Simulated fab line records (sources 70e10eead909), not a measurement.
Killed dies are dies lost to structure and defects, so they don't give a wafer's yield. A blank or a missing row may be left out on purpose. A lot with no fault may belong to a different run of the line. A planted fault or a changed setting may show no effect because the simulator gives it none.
Chamber matching + flow nand harc + NHARC_P_M2_STRIP_18 on rie diel-12 has 4 sister chambers
The step strips in N2/H2. 8 wafers are shown with their chamber, then 7 later ones without.

WAFERS WITH THEIR CHAMBER
| wafer  | chamber | drypump motor current A (A) | rf fwd power W (W) |
|--------|---------|-----------------------------|--------------------|
| L081.2 | 0       | 5.5                         | 995.3              |
| L082.1 | 2       | 4.6                         | 992.7              |
| L082.2 | 1       | 5.9                         | 1004.2             |
| L084.1 | 0       | 5.5                         | 998.4              |
| L084.2 | 2       | 4.6                         | 993.8              |
| L084.6 | 3       | 5.1                         | 996.3              |
| L090.2 | 3       | 5.2                         | 997.5              |
| L090.5 | 1       | 5.8                         | 1004.9             |

WAFERS WHOSE CHAMBER IS MISSING
| wafer  | drypump motor current A (A) | rf fwd power W (W) |
|--------|-----------------------------|--------------------|
| L090.6 | 5.1                         | 996.2              |
| L091.2 | 4.6                         | 992.8              |
| L091.4 | 5.9                         | 1002.2             |
| L091.6 | 4.6                         | 995.4              |
| L095.2 | 5.2                         | 998.5              |
| L095.5 | 5.8                         | 998.8              |
| L095.6 | 4.6                         | 996.7              |

THE CHAMBER EACH PASSED THROUGH
| wafer  | from the rows above     | in truth |
|--------|-------------------------|----------|
| L090.6 | 3                       | 3        |
| L091.2 | 2                       | 2        |
| L091.4 | 1                       | 1        |
| L091.6 | 2                       | 2        |
| L095.2 | 3                       | 3        |
| L095.5 | can't be placed: 1 or 0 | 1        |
| L095.6 | 2                       | 2        |
6 of 7 placed correctly. Can't be placed from these rows: 1 (the true chamber is among the candidates in 1). Placed wrongly: 0.
How it was worked out, from the rows above alone: a wafer's distance from a chamber is the root of the sum, over the readings, of the square of ((its reading less the chamber's mean) divided by the reading's scatter). The wafer belongs to the nearest chamber; if the next one is less than 2 further off, it can't be placed. For every chamber, the mean is computed from those of its wafers that are shown. The scatter is the square root of a quotient: the sum, over the shown wafers, of each reading's squared deviation from its chamber's mean, divided by wafers minus chambers.
